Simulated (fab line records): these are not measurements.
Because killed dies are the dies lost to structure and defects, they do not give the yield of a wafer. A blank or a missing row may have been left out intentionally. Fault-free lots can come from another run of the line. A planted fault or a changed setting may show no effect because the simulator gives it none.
Split-lot trial | flow n5-finfet | 21 wafers read across 7 lots, on a route 1938 steps long

## THE SPLIT
At N5_BEOL_M10_COAT_63 (time 60 s, resist thk 100 nm), the setting spin-rpm was moved away from the recipe's 1500 rpm on 8 of the 21 wafers read, by -10.7% to +9.9%. The other wafers ran this setting at the recipe's value.

Reading taken at the split's own step.

## THE READING
SOC_of_BEOL_M10_COAT_63.thk-nm (the simulator's own value, which no gauge read), in nm, at N5_BEOL_M10_COAT_63 (time 60 s, resist thk 100 nm). No usual value for it is given in the file. Average 100.2 nm, standard deviation 0.26 nm, over the 13 wafers here run with the recipe.

wafer  | tool, chamber at the split | spin-rpm as run, rpm | against the recipe | SOC_of_BEOL_M10_COAT_63.thk-nm, nm | against lot-mates on the recipe
L074.1 | litho-track-05, 0          | 1340                 | -10.7%             | 106.2                              | +5.7
L074.3 | litho-track-05, 0          | 1500                 | recipe             | 100.4                              | -
L074.4 | litho-track-05, 0          | 1500                 | recipe             | 100.6                              | -
L077.2 | litho-track-05, 0          | 1366                 | -8.9%              | 104.4                              | +4.8
L077.3 | litho-track-05, 0          | 1500                 | recipe             | 99.6                               | -
L077.6 | litho-track-05, 0          | 1366                 | -8.9%              | 104.6                              | +5.0
L078.1 | litho-track-05, 0          | 1500                 | recipe             | 100.2                              | -
L078.2 | litho-track-05, 0          | 1500                 | recipe             | 100.2                              | -
L078.6 | litho-track-05, 0          | 1402                 | -6.5%              | 104                                | +3.8
L080.2 | litho-track-05, 0          | 1649                 | +9.9%              | 95.6                               | -4.8
L080.3 | litho-track-05, 0          | 1649                 | +9.9%              | 95.6                               | -4.8
L080.5 | litho-track-05, 0          | 1500                 | recipe             | 100.4                              | -
L082.2 | litho-track-01, 0          | 1500                 | recipe             | 100                                | -
L082.5 | litho-track-01, 0          | 1500                 | recipe             | 100                                | -
L082.3 | litho-track-01, 0          | 1500                 | recipe             | 100.2                              | -
L086.1 | litho-track-01, 0          | 1500                 | recipe             | 100.2                              | -
L086.5 | litho-track-01, 0          | 1339                 | -10.7%             | 106                                | +5.9
L086.6 | litho-track-01, 0          | 1500                 | recipe             | 100                                | -
L095.1 | litho-track-01, 0          | 1612                 | +7.5%              | 96.2                               | -3.9
L095.3 | litho-track-01, 0          | 1500                 | recipe             | 99.8                               | -
L095.4 | litho-track-01, 0          | 1500                 | recipe             | 100.4                              | -

FIT RESULTS
A straight line over all 21 wafers: SOC_of_BEOL_M10_COAT_63.thk-nm changes by -0.509 nm for each +1% of spin-rpm; r = -0.99; the points scatter about the line by 0.34 nm.
The same after taking each lot's own level away (the mean of its wafers on the recipe; 21 wafers): -0.525 nm for each +1%; r = -1.00; scatter 0.2 nm.
The reading moves by 5.6 nm for the largest change in spin-rpm, on that fit.
Across the lots, their own levels run from 99.60 to 100.50 nm, a range of 3.4 times the standard deviation given above.
So the lot-to-lot level changes the slope little: the two slopes agree.
Check: with one of the wafers moved furthest among these (-10.7%) left out of the fit, the line predicts +5.69 nm for it against its lot-mates. Against them it came out at +5.9 nm.

## FURTHER SPLITS ON THESE WAFERS
Note: prior to the reading, these wafers also went through further splits. Each is held against what the fit with the lots' levels taken away leaves over:
other split on the same wafers     | wafers away from the commonest value | r with SOC_of_BEOL_M10_COAT_63.thk-nm (lot level and that fit taken away)
N5_BEOL_M6_TRENCH_ETCH_37 time-s   | 5                                    | -0.35
N5_BEOL_M6_ETCH_41 time-s          | 10                                   | +0.21
N5_BEOL_M7_TRENCH_ETCH_37 source-w | 8                                    | -0.21
N5_BEOL_M9_COAT_05 spin-rpm        | 9                                    | +0.11

## FILE'S OWN FIT
SOC_of_BEOL_M10_COAT_63.thk-nm changes by -0.533 nm for each +1% of spin-rpm, r = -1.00.
